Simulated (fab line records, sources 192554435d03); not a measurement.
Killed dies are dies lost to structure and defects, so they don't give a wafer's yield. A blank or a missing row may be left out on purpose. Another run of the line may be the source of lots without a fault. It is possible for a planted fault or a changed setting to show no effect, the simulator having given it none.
fab line records	flow n5_finfet
record: lots: 7	wafers: 39
route steps=1938 shown ZERO_LAYER@11 FIN_SAQP@100 STI_FIN_REVEAL@190 HKMG_FIN@413 GATE_CUT@510 BEOL_M0@721 BEOL_M1@838 BEOL_M3@1004 BEOL_M6@1194 BEOL_M10@1501 BEOL_M11@1539 BEOL_M15@1809 MIM_BOT_ETCH@1868 PASSIVATION@1936
start_h: hours from the record's opening day to when the first of the lot's shown wafers began	wait_h: hours since the lot's step before	" unchanged from the row above	L1.1+2: a row that stands for several wafers	- no value, or no start given	* or withheld: withheld	< > ~ a bound
route shown NAME@n: a module of which the file shows steps, and the number in the route of the first	usual: mean/standard deviation of fault-free wafers	same: alike in all rows	chamber/n: place in a boat	sites: per-site readings	_std_site: their standard deviation	_edge_site: outer sites' mean less inner sites'	radius_mm: for every site, how far away it sits from the centre of the wafer	mask NAME#n: copy n	behind: the tool/chamber that last shaped the wafer	hold: why the lot went on hold/how many hours it stayed there/how the hold came to an end	device: the n, p or np transistor that did not switch	end of line: the same wafers' tests at the end of the route	where a step has no rows: the recipe by itself	killed: dies lost to structure and defects at the first sort, not the wafer's yield	map: a wafer's dies, x killed, . not, _ none there
set.NAME: the setting the step ran with; set.NAME@STEP: the setting that earlier step ran with	model.NAME: the simulator's own value behind a step, which no gauge read
lots with deliberately changed settings; one table per step, one row per wafer
== steps ==
step: N5_ZERO_LAYER_DEVELOP_10
recipe: develop_time_s: 60	rinse_liquid: diw	dry: air_spin	dev_temp_c: 21
step: N5_FIN_SAQP_PECVD_06
recipe: material: a-Si	target_thk_a: 600	temp_c: 400	precursor: SiH4/He	pressure_torr: 3	rf_w: 100	time_s: 48.1
step: N5_STI_FIN_REVEAL_ETCHBACK_08
recipe: chemistry: C4F6/O2	target: SiO2	target_depth_a: 305	time_s: 10.167	ion_energy_ev: 250	pressure_mtorr: 30	source_w: 345	bias_w: 185	Ar_flow_sccm: 300	C4F6_flow_sccm: 10	O2_flow_sccm: 10
step: N5_HKMG_FIN_CVD_62
recipe: material: a-Si	target_thk_a: 30	temp_c: 500	precursor: Si2H6	pressure_torr: 1	time_s: 20.8
step: N5_GATE_CUT_ALD_22
recipe: material: SiNx	target_thk_a: 160	temp_c: 400	ald_precursor_family: SiH2I2	ald_co_reactant: N2/H2-plasma	pulse_time_s: 1	ald_cycles: 320	purge_time_s: 2	co_reactant_purge_time_s: 2	pressure_torr: 2
step: N5_BEOL_M0_TRENCH_ETCH_107
recipe: chemistry: C4F6/O2	target_depth_a: 328	target: SiOC	time_s: 16.4	ion_energy_ev: 250	pressure_mtorr: 30	source_w: 355	bias_w: 185	Ar_flow_sccm: 300	C4F6_flow_sccm: 10	O2_flow_sccm: 10
step: N5_BEOL_M1_DEP_57
recipe: material: SiCN	target_thk_a: 80	temp_c: withheld	precursor: 3MS/NH3	pressure_torr: 3	rf_w: 202	time_s: 14
step: N5_BEOL_M3_SPUTTER_90
recipe: material: Cu	target_thk_a: 45	temp_c: -20	chamber_pressure_pa: 0.07	power_w: withheld	time_s: 8.29
step: N5_BEOL_M6_ILD_DEP_00
recipe: material: SiCOH_lowk	target_thk_a: 1797.5	temp_c: 300	precursor: DEMS/porogen	pressure_torr: 5	rf_w: 500	time_s: 33.4
step: N5_BEOL_M6_DESCUM_33
recipe: chemistry: O2	time_s: 7	source_power_w: 50	bias_power_w: 20	pressure_mtorr: 20	rf_frequency_hz: 2.712e+07	temp_c: 40	resist: CAR-EUV	o2_flow_sccm: 225
step: N5_BEOL_M10_DEVELOP_27
recipe: develop_time_s: 30	developer: TMAH	resist: CAR-ArF	rinse_liquid: diw	dry: air_spin	dev_temp_c: 23
step: N5_BEOL_M11_PECVD_70
recipe: material: SiO2	target_thk_a: 200	temp_c: 400	precursor: TEOS/O2	pressure_torr: 5.5	rf_w: 450	teos_flow_sccm: 53.8	gas: O2	flow_sccm: 3000	time_s: 22.7
step: N5_BEOL_M15_TRENCH_ETCH_34
recipe: chemistry: C4F8/O2/Ar	target: SiO2	target_depth_a: 8729.3	he_inner_torr: 15	he_outer_torr: 30	time_s: 199	ion_energy_ev: 800	pressure_mtorr: 20	source_w: 1905	bias_w: 2040	Ar_flow_sccm: 400	C4F8_flow_sccm: 16	O2_flow_sccm: 12
step: N5_MIM_BOT_ETCH_ETCH_00
recipe: chemistry: Cl2/BCl3	target: TiN	target_depth_a: 455	ion_energy_ev: 150	pressure_mtorr: 10	icp_w: 1000	bias_w: 126	Cl2_flow_sccm: 53.25	bcl3_flow_sccm: 21.75	Ar_flow_sccm: 25
step: N5_PASSIVATION_PROBE_49
usual: sort_bin_4_leakage: 0/0
lot.wafer	tool	chamber	start_h	wait_h	set.develop_time_s@ZERO_LAYER_DEVELOP_10	set.time_s@FIN_SAQP_PECVD_06	set.time_s@STI_FIN_REVEAL_ETCHBACK_08	set.time_s@HKMG_FIN_CVD_62	set.ald_cycles@GATE_CUT_ALD_22	set.target_depth_a@BEOL_M0_TRENCH_ETCH_107	set.target_thk_a@BEOL_M1_DEP_57	set.time_s@BEOL_M3_SPUTTER_90	set.target_thk_a@BEOL_M6_ILD_DEP_00	set.time_s@BEOL_M6_DESCUM_33	set.develop_time_s@BEOL_M10_DEVELOP_27	set.time_s@BEOL_M11_PECVD_70	set.target_depth_a@BEOL_M15_TRENCH_ETCH_34	set.target_depth_a@MIM_BOT_ETCH_ETCH_00	sort_bin_4_leakage[%]
L074.2	prober-02	-	283.02	0.1	60	48.1	10.167	20.8	320	328	80	8.29	1797.5	7	30	22.7	8729.3	455	0
L074.3	prober-02	-	283.07	0.1	60	48.1	10.167	20.8	320	328	80	8.29	1797.5	7	30	22.7	8729.3	455	0
L074.5	prober-02	-	283.17	0.2	60	48.1	10.167	20.8	320	328	80	8.29	1797.5	7	30	22.7	8729.3	455	0
L075.1	prober-02	-	283.27	0.2	78.65	48.1	14.17	20.8	320	158	80	8.29	1797.5	7	30	28.62	8729.3	455	0
L075.2	prober-02	-	283.32	0.2	60	48.1	10.167	31.43	320	158	102.3	8.29	940.3	4.512	30	28.62	8729.3	619.5	1.10
L075.3	prober-02	-	283.37	0.3	60	48.1	10.167	20.8	208	328	80	8.29	940.3	4.512	30	22.7	8729.3	455	0
L075.4	prober-02	-	283.42	0.3	78.65	48.1	14.17	31.43	208	158	102.3	8.29	940.3	7	42.98	28.62	8729.3	619.5	2.20
L075.5	prober-02	-	283.47	0.4	78.65	48.1	10.167	20.8	320	328	102.3	8.29	1797.5	7	42.98	22.7	8729.3	619.5	0
L075.6	prober-02	-	283.52	0.4	60	48.1	14.17	31.43	208	328	80	8.29	1797.5	4.512	42.98	22.7	8729.3	455	92.37
L077.1	prober-02	-	293.19	0.0	87.14	48.1	10.167	20.8	199	259	80	8.29	1797.5	3.28	43	22.7	8729.3	455	0
L077.2	prober-02	-	293.24	0.1	60	48.1	10.167	25.34	320	328	55.38	8.29	1797.5	3.28	30	32.99	8729.3	455	0
L077.3	prober-02	-	293.29	0.1	87.14	48.1	14.85	25.34	320	259	55.38	8.29	2802	7	43	32.99	8729.3	455	0
L077.4	prober-02	-	293.34	0.2	60	48.1	14.85	20.8	199	328	55.38	6.69	1797.5	7	30	32.99	8729.3	455	0
L077.5	prober-02	-	293.39	0.2	87.14	48.1	10.167	25.34	199	328	80	6.69	2802	7	43	22.7	8729.3	455	0
L077.6	prober-02	-	293.44	0.3	60	48.1	14.85	20.8	320	259	80	6.69	2802	3.28	30	22.7	8729.3	455	0
L079.1	prober-01	-	323.40	0.0	60	48.1	7.334	20.8	320	328	93.13	8.29	838.6	7	30	22.7	3769	455	0.42
L079.2	prober-01	-	323.45	0.1	74.34	60.83	7.334	20.8	320	328	80	8.29	1797.5	4.691	39.55	31.79	3769	232.1	0
L079.3	prober-01	-	323.50	0.1	60	48.1	10.167	20.8	320	328	80	5.447	1797.5	7	30	22.7	8729.3	232.1	0
L079.4	prober-01	-	323.55	0.2	74.34	48.1	7.334	20.8	238	328	80	5.447	838.6	4.691	39.55	22.7	8729.3	455	0.59
L079.5	prober-01	-	323.60	0.2	74.34	60.83	10.167	20.8	238	328	93.13	8.29	1797.5	7	39.55	31.79	3769	455	0
L079.6	prober-01	-	323.65	0.3	60	60.83	10.167	20.8	238	328	93.13	5.447	838.6	4.691	30	31.79	8729.3	232.1	0
L085.1	prober-02	-	361.38	0.0	84.23	59.49	10.167	20.8	212	219.2	114.4	5.278	1797.5	7	30	22.7	8729.3	204.3	0
L085.2	prober-02	-	361.43	0.1	60	59.49	14.22	20.8	320	219.2	114.4	8.29	2684	7	34.63	16.55	8729.3	455	0
L085.3	prober-02	-	361.48	0.1	84.23	48.1	14.22	20.8	320	328	114.4	5.278	2684	7	30	16.55	8729.3	455	0
L085.4	prober-02	-	361.53	0.2	60	48.1	14.22	20.8	212	219.2	80	8.29	2684	7	34.63	22.7	8729.3	204.3	0
L085.5	prober-02	-	361.58	0.2	60	48.1	10.167	20.8	212	328	80	5.278	1797.5	7	34.63	22.7	8729.3	455	0
L085.6	prober-02	-	361.63	0.3	84.23	59.49	10.167	20.8	320	328	80	8.29	1797.5	7	30	16.55	8729.3	204.3	0
L091.1	prober-02	-	409.02	0.0	45.12	48.1	10.167	20.8	320	328	80	8.29	2831	7	30	12.49	12110	455	0
L091.2	prober-02	-	409.07	0.1	60	48.1	15.07	17.5	320	201.3	80	8.29	2831	7	22.85	22.7	8729.3	455	0
L091.3	prober-02	-	409.12	0.1	60	73.07	15.07	17.5	320	328	122.3	8.29	2831	5.086	22.85	22.7	12110	455	0
L091.4	prober-02	-	409.17	0.2	45.12	73.07	10.167	17.5	320	201.3	80	8.29	1797.5	5.086	30	12.49	12110	455	0
L091.5	prober-02	-	409.22	0.2	45.12	48.1	15.07	20.8	320	328	122.3	8.29	1797.5	7	22.85	12.49	8729.3	455	0
L091.6	prober-02	-	409.27	0.3	60	73.07	10.167	20.8	320	201.3	122.3	8.29	1797.5	5.086	30	22.7	8729.3	455	0
L094.1	prober-02	-	414.09	0.0	50.03	35.7	10.167	20.8	493	464.4	67.84	4.704	1797.5	7	30	27.41	8729.3	541.3	0
L094.2	prober-02	-	414.14	0.1	60	48.1	14.97	20.8	320	464.4	67.84	8.29	1392	7	41.53	22.7	5976	455	0
L094.3	prober-02	-	414.19	0.1	50.03	48.1	10.167	33	320	328	80	8.29	1392	7	30	22.7	8729.3	541.3	89.24
L094.4	prober-02	-	414.24	0.2	50.03	35.7	14.97	33	320	464.4	80	4.704	1797.5	7	41.53	22.7	5976	541.3	90.59
L094.5	prober-02	-	414.29	0.2	60	48.1	10.167	20.8	493	328	80	8.29	1797.5	7	41.53	27.41	8729.3	455	0
L094.6	prober-02	-	414.34	0.3	60	35.7	14.97	33	493	328	67.84	4.704	1392	7	30	27.41	5976	455	92.12
killed by level:class
L074.2 FIN_SAQP:geometric_particle:open=16 BEOL_M3:geometric_particle:open=13 STARTING-WAFER:geometric_particle:open=8 STI_FIN_REVEAL:geometric_particle:open=6 FIN_SAQP:geometric_particle:short=5 BEOL_M4:geometric_particle:open=5 BEOL_M3:geometric_particle:short=4 DUMMY_GATE:geometric_particle:open=4
L074.3 FIN_SAQP:geometric_particle:open=22 MOL_CONTACT_COAG:geometric_particle:open=14 FIN_SAQP:geometric_particle:short=11 BEOL_M4:geometric_particle:open=8 STI_FIN_REVEAL:geometric_particle:open=6 BEOL_M2:geometric_particle:short=5 GATE_CUT:geometric_particle:open=4 BEOL_M1:geometric_particle:open=4
L074.5 BEOL_M1:geometric_particle:open=9 STI_FIN_REVEAL:geometric_particle:open=8 MOL_CONTACT_COAG:geometric_particle:open=7 FIN_SAQP:geometric_particle:open=5 GATE_CUT:geometric_particle:short=5 FIN_SAQP:geometric_particle:short=4 BEOL_M4:geometric_particle:open=4 DUMMY_GATE:geometric_particle:open=3
L075.1 MOL_CONTACT_COAG:geometric_particle:open=12 BEOL_M4:geometric_particle:open=9 BEOL_M3:geometric_particle:open=6 STI_FIN_REVEAL:geometric_particle:open=5 FIN_SAQP:geometric_particle:short=4 GATE_CUT:geometric_particle:short=4 BEOL_M1:geometric_particle:open=4 BEOL_M7:geometric_particle:open=4
L075.2 BEOL_M6:area_dep=1093 MOL_CONTACT_COAG:geometric_particle:open=7 FIN_SAQP:geometric_particle:short=6 BEOL_M0_SAQP:geometric_particle:short=6 STI_FIN_REVEAL:geometric_particle:open=5 BEOL_M1:geometric_particle:open=5 BEOL_M4:geometric_particle:open=5 STARTING-WAFER:geometric_particle:short=4
L075.3 BEOL_M6:area_dep=1063 MOL_CONTACT_COAG:geometric_particle:open=12 FIN_SAQP:geometric_particle:open=9 BEOL_M0_SAQP:geometric_particle:open=9 DUMMY_GATE:geometric_particle:open=8 STI_FIN_REVEAL:geometric_particle:open=7 BEOL_M0_SAQP:geometric_particle:short=6 BEOL_M1:geometric_particle:open=5
L075.4 BEOL_M6:area_dep=1072 STI_FIN_REVEAL:geometric_particle:open=17 FIN_SAQP:geometric_particle:short=7 BEOL_M4:geometric_particle:open=7 MOL_CONTACT_COAG:geometric_particle:open=6 FIN_SAQP:geometric_particle:open=5 BEOL_M0_SAQP:geometric_particle:open=5 MOL_CONTACT_COAG:geometric_particle:short=4
L075.5 MOL_CONTACT_COAG:geometric_particle:open=15 BEOL_M4:geometric_particle:open=11 FIN_SAQP:geometric_particle:short=9 BEOL_M0_SAQP:geometric_particle:short=7 GATE_CUT:geometric_particle:open=6 MOL_CONTACT_COAG:geometric_particle:short=6 FIN_SAQP:geometric_particle:open=5 STI_FIN_REVEAL:geometric_particle:open=4
L075.6 MOL_CONTACT_COAG:geometric_particle:open=13 MOL_CONTACT_COAG:geometric_particle:short=7 DUMMY_GATE:geometric_particle:open=6 BEOL_M0_SAQP:geometric_particle:short=6 BEOL_M1:geometric_particle:open=6 STI_FIN_REVEAL:geometric_particle:open=5 BEOL_M0_SAQP:geometric_particle:open=5 BEOL_M3:geometric_particle:open=5
L077.1 BEOL_M2:geometric_particle:open=12 MOL_CONTACT_COAG:geometric_particle:open=10 STI_FIN_REVEAL:geometric_particle:open=9 BEOL_M1:geometric_particle:open=9 GATE_CUT:geometric_particle:short=6 BEOL_M0_SAQP:geometric_particle:open=6 BEOL_M1:geometric_particle:short=6 BEOL_M0_SAQP:geometric_particle:short=5
L077.2 STI_FIN_REVEAL:geometric_particle:open=18 BEOL_M2:geometric_particle:open=18 FIN_SAQP:geometric_particle:open=8 MOL_CONTACT_COAG:geometric_particle:open=8 BEOL_M3:geometric_particle:open=6 BEOL_M4:geometric_particle:open=5 DUMMY_GATE:geometric_particle:open=4 BEOL_M0_SAQP:geometric_particle:open=4
L077.3 BEOL_M6:area_etch=1076 BEOL_M3:geometric_particle:open=16 BEOL_M1:geometric_particle:short=8 MOL_CONTACT_COAG:geometric_particle:open=7 FIN_SAQP:geometric_particle:open=6 GATE_CUT:geometric_particle:short=6 BEOL_M0_SAQP:geometric_particle:open=6 BEOL_M0_SAQP:geometric_particle:short=5
L077.4 BEOL_M3:geometric_particle:open=12 STI_FIN_REVEAL:geometric_particle:open=10 MOL_CONTACT_COAG:geometric_particle:open=7 BEOL_M2:geometric_particle:open=7 BEOL_M4:geometric_particle:open=6 BEOL_M0_SAQP:geometric_particle:short=5 BEOL_M1:geometric_particle:short=4 FIN_SAQP:geometric_particle:short=3
L077.5 BEOL_M6:area_etch=1069 MOL_CONTACT_COAG:geometric_particle:open=12 FIN_SAQP:geometric_particle:open=11 STI_FIN_REVEAL:geometric_particle:open=11 BEOL_M0_SAQP:geometric_particle:open=10 GATE_CUT:geometric_particle:short=9 FIN_SAQP:geometric_particle:short=8 BEOL_M0_SAQP:geometric_particle:short=5
L077.6 BEOL_M6:area_etch=1079 FIN_SAQP:geometric_particle:open=11 FIN_SAQP:geometric_particle:short=8 MOL_CONTACT_COAG:geometric_particle:open=8 BEOL_M0_SAQP:geometric_particle:open=7 DUMMY_GATE:geometric_particle:open=6 GATE_CUT:geometric_particle:open=6 BEOL_M1:geometric_particle:short=6
L079.1 BEOL_M6:area_dep=1104 MOL_CONTACT_COAG:geometric_particle:open=13 BEOL_M1:geometric_particle:open=8 BEOL_M4:geometric_particle:open=8 FIN_SAQP:geometric_particle:short=6 STI_FIN_REVEAL:geometric_particle:open=4 MOL_CONTACT_COAG:geometric_particle:short=4 BEOL_M2:geometric_particle:open=4
L079.2 MIM_BOT_ETCH:area_etch=942 BEOL_M15:area_ecd=149 MOL_CONTACT_COAG:geometric_particle:open=14 FIN_SAQP:geometric_particle:open=9 BEOL_M3:geometric_particle:open=9 STI_FIN_REVEAL:geometric_particle:open=6 GATE_CUT:geometric_particle:short=6 BEOL_M1:geometric_particle:open=6
L079.3 MIM_BOT_ETCH:area_etch=1093 BEOL_M2:geometric_particle:open=12 STI_FIN_REVEAL:geometric_particle:open=10 MOL_CONTACT_COAG:geometric_particle:open=9 BEOL_M3:geometric_particle:open=9 BEOL_M4:geometric_particle:open=7 GATE_CUT:geometric_particle:short=5 DUMMY_GATE:geometric_particle:open=3
L079.4 BEOL_M6:area_dep=1077 FIN_SAQP:geometric_particle:open=14 MOL_CONTACT_COAG:geometric_particle:open=9 BEOL_M4:geometric_particle:open=9 BEOL_M2:geometric_particle:open=7 BEOL_M3:geometric_particle:open=7 STI_FIN_REVEAL:geometric_particle:open=5 BEOL_M3:geometric_particle:short=5
L079.5 BEOL_M15:area_ecd=386 BEOL_M3:geometric_particle:open=21 BEOL_M4:geometric_particle:open=11 BEOL_M0_SAQP:geometric_particle:open=10 BEOL_M2:geometric_particle:open=10 BEOL_M0_SAQP:geometric_particle:short=9 BEOL_M1:geometric_particle:open=9 MOL_CONTACT_COAG:geometric_particle:open=7
L079.6 BEOL_M6:area_dep=1063 MIM_BOT_ETCH:area_etch=21 MOL_CONTACT_COAG:geometric_particle:open=14 BEOL_M2:geometric_particle:open=11 BEOL_M3:geometric_particle:open=10 FIN_SAQP:geometric_particle:open=6 GATE_CUT:geometric_particle:short=6 GATE_CUT:geometric_particle:open=5
L085.1 MIM_BOT_ETCH:area_etch=1057 FIN_SAQP:geometric_particle:open=17 STI_FIN_REVEAL:geometric_particle:open=17 MOL_CONTACT_COAG:geometric_particle:open=11 FIN_SAQP:geometric_particle:short=8 GATE_CUT:geometric_particle:short=7 BEOL_M0_SAQP:geometric_particle:short=7 BEOL_M2:geometric_particle:open=7
L085.2 BEOL_M6:area_etch=1066 FIN_SAQP:geometric_particle:short=15 BEOL_M0_SAQP:geometric_particle:open=9 BEOL_M2:geometric_particle:open=9 STI_FIN_REVEAL:geometric_particle:open=8 GATE_CUT:geometric_particle:short=6 BEOL_M1:geometric_particle:open=6 BEOL_M4:geometric_particle:open=5
L085.3 BEOL_M6:area_etch=1070 STI_FIN_REVEAL:geometric_particle:open=19 BEOL_M5:geometric_particle:open=8 FIN_SAQP:geometric_particle:short=7 BEOL_M2:geometric_particle:open=7 STARTING-WAFER:geometric_particle:short=6 GATE_CUT:geometric_particle:short=5 GATE_CUT:geometric_particle:open=5
L085.4 BEOL_M6:area_etch=1076 FIN_SAQP:geometric_particle:short=12 GATE_CUT:geometric_particle:short=9 STI_FIN_REVEAL:geometric_particle:open=8 BEOL_M2:geometric_particle:open=8 MOL_CONTACT_COAG:geometric_particle:open=7 BEOL_M3:geometric_particle:short=7 BEOL_M3:geometric_particle:open=6
L085.5 STI_FIN_REVEAL:geometric_particle:open=14 FIN_SAQP:geometric_particle:open=8 BEOL_M3:geometric_particle:open=6 MOL_CONTACT_COAG:geometric_particle:open=6 DUMMY_GATE:geometric_particle:open=5 FIN_SAQP:geometric_particle:short=4 ILD0:geometric_particle:short=4 BEOL_M0_SAQP:geometric_particle:short=4
L085.6 MIM_BOT_ETCH:area_etch=1082 GATE_CUT:geometric_particle:short=11 BEOL_M0_SAQP:geometric_particle:short=10 MOL_CONTACT_COAG:geometric_particle:open=8 FIN_SAQP:geometric_particle:open=7 GATE_CUT:geometric_particle:open=6 BEOL_M0_SAQP:geometric_particle:open=6 BEOL_M4:geometric_particle:open=6
L091.1 BEOL_M6:area_etch=1058 FIN_SAQP:geometric_particle:short=12 DUMMY_GATE:geometric_particle:open=10 BEOL_M0_SAQP:geometric_particle:open=10 BEOL_M3:geometric_particle:open=8 BEOL_M0_SAQP:geometric_particle:short=8 MOL_CONTACT_COAG:geometric_particle:open=7 FIN_SAQP:geometric_particle:open=6
L091.2 BEOL_M6:area_etch=1070 MOL_CONTACT_COAG:geometric_particle:open=21 BEOL_M0_SAQP:geometric_particle:short=13 FIN_SAQP:geometric_particle:short=9 BEOL_M0_SAQP:geometric_particle:open=9 MOL_CONTACT_COAG:geometric_particle:short=8 FIN_SAQP:geometric_particle:open=6 GATE_CUT:geometric_particle:short=3
L091.3 FIN_SAQP:area_etch=657 BEOL_M6:area_etch=407 FIN_SAQP:geometric_particle:short=13 GATE_CUT:geometric_particle:short=10 DUMMY_GATE:geometric_particle:open=8 MOL_CONTACT_COAG:geometric_particle:open=8 BEOL_M3:geometric_particle:open=8 FIN_SAQP:geometric_particle:open=7
L091.4 FIN_SAQP:area_etch=759 BEOL_M3:geometric_particle:open=14 BEOL_M0_SAQP:geometric_particle:open=11 MOL_CONTACT_COAG:geometric_particle:open=9 DUMMY_GATE:geometric_particle:open=8 FIN_SAQP:geometric_particle:short=6 BEOL_M0_SAQP:geometric_particle:short=6 BEOL_M2:geometric_particle:open=5
L091.5 MOL_CONTACT_COAG:geometric_particle:open=16 FIN_SAQP:geometric_particle:short=15 BEOL_M0_SAQP:geometric_particle:short=11 BEOL_M1:geometric_particle:open=11 FIN_SAQP:geometric_particle:open=7 BEOL_M3:geometric_particle:open=7 BEOL_M0_SAQP:geometric_particle:open=7 DUMMY_GATE:geometric_particle:open=7
L091.6 FIN_SAQP:area_etch=1053 BEOL_M0_SAQP:geometric_particle:short=16 BEOL_M0_SAQP:geometric_particle:open=13 FIN_SAQP:geometric_particle:open=10 FIN_SAQP:geometric_particle:short=10 DUMMY_GATE:geometric_particle:open=10 MOL_CONTACT_COAG:geometric_particle:short=6 PAD_METAL:geometric_particle:open=6
L094.1 STI_FIN_REVEAL:geometric_particle:open=18 BEOL_M4:geometric_particle:open=8 MOL_CONTACT_COAG:geometric_particle:open=7 FIN_SAQP:geometric_particle:open=6 FIN_SAQP:geometric_particle:short=6 STI_FIN_REVEAL:geometric_particle:short=6 DUMMY_GATE:geometric_particle:open=6 STARTING-WAFER:geometric_particle:short=6
L094.2 MOL_CONTACT_COAG:geometric_particle:open=15 BEOL_M2:geometric_particle:open=12 FIN_SAQP:geometric_particle:short=8 STI_FIN_REVEAL:geometric_particle:open=7 MOL_CONTACT_COAG:geometric_particle:short=7 BEOL_M0_SAQP:geometric_particle:open=7 FIN_SAQP:geometric_particle:open=6 GATE_CUT:geometric_particle:short=5
L094.3 STI_FIN_REVEAL:geometric_particle:open=21 BEOL_M2:geometric_particle:open=16 MOL_CONTACT_COAG:geometric_particle:open=9 FIN_SAQP:geometric_particle:open=8 BEOL_M1:geometric_particle:open=8 BEOL_M1:geometric_particle:short=7 BEOL_M4:geometric_particle:open=6 FIN_SAQP:geometric_particle:short=5
L094.4 MOL_CONTACT_COAG:geometric_particle:open=15 BEOL_M2:geometric_particle:open=11 BEOL_M0_SAQP:geometric_particle:open=10 BEOL_M0_SAQP:geometric_particle:short=8 STI_FIN_REVEAL:geometric_particle:open=6 BEOL_M3:geometric_particle:open=6 DUMMY_GATE:geometric_particle:open=5 FIN_SAQP:geometric_particle:open=4
L094.5 STI_FIN_REVEAL:geometric_particle:open=17 DUMMY_GATE:geometric_particle:open=12 MOL_CONTACT_COAG:geometric_particle:open=11 BEOL_M0_SAQP:geometric_particle:open=8 BEOL_M4:geometric_particle:open=7 BEOL_M2:geometric_particle:open=6 GATE_CUT:geometric_particle:short=5 BEOL_M3:geometric_particle:open=4
L094.6 STI_FIN_REVEAL:geometric_particle:open=19 MOL_CONTACT_COAG:geometric_particle:open=6 BEOL_M0_SAQP:geometric_particle:short=6 BEOL_M3:geometric_particle:open=6 GATE_CUT:geometric_particle:short=5 DUMMY_GATE:geometric_particle:open=4 BEOL_M0_SAQP:geometric_particle:open=4 BEOL_M2:geometric_particle:open=4
== key ==
split: step: N5_ZERO_LAYER_DEVELOP_10	setting: develop_time_s	stated_as: 60
response none clear
split: step: N5_FIN_SAQP_PECVD_06	setting: time_s	stated_as: 48.1
response none clear
split: step: N5_STI_FIN_REVEAL_ETCHBACK_08	setting: time_s	stated_as: 10.167
response none clear
split: step: N5_HKMG_FIN_CVD_62	setting: time_s	stated_as: 20.8
response: step: N5_PASSIVATION_PROBE_49	reading: sort_bin_4_leakage	slope: +1.07	per: 1%	together_with: all	explained: 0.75
split: step: N5_GATE_CUT_ALD_22	setting: ald_cycles	stated_as: 320
response none clear
split: step: N5_BEOL_M0_TRENCH_ETCH_107	setting: target_depth_a	stated_as: 328
response none clear
split: step: N5_BEOL_M1_DEP_57	setting: target_thk_a	stated_as: 80
response none clear
split: step: N5_BEOL_M3_SPUTTER_90	setting: time_s	stated_as: 8.29
response none clear
split: step: N5_BEOL_M6_ILD_DEP_00	setting: target_thk_a	stated_as: 1797.5
response none clear
split: step: N5_BEOL_M6_DESCUM_33	setting: time_s	stated_as: 7
response none clear
split: step: N5_BEOL_M10_DEVELOP_27	setting: develop_time_s	stated_as: 30
response none clear
split: step: N5_BEOL_M11_PECVD_70	setting: time_s	stated_as: 22.7
response none clear
split: step: N5_BEOL_M15_TRENCH_ETCH_34	setting: target_depth_a	stated_as: 8729.3
response none clear
split: step: N5_MIM_BOT_ETCH_ETCH_00	setting: target_depth_a	stated_as: 455
response none clear
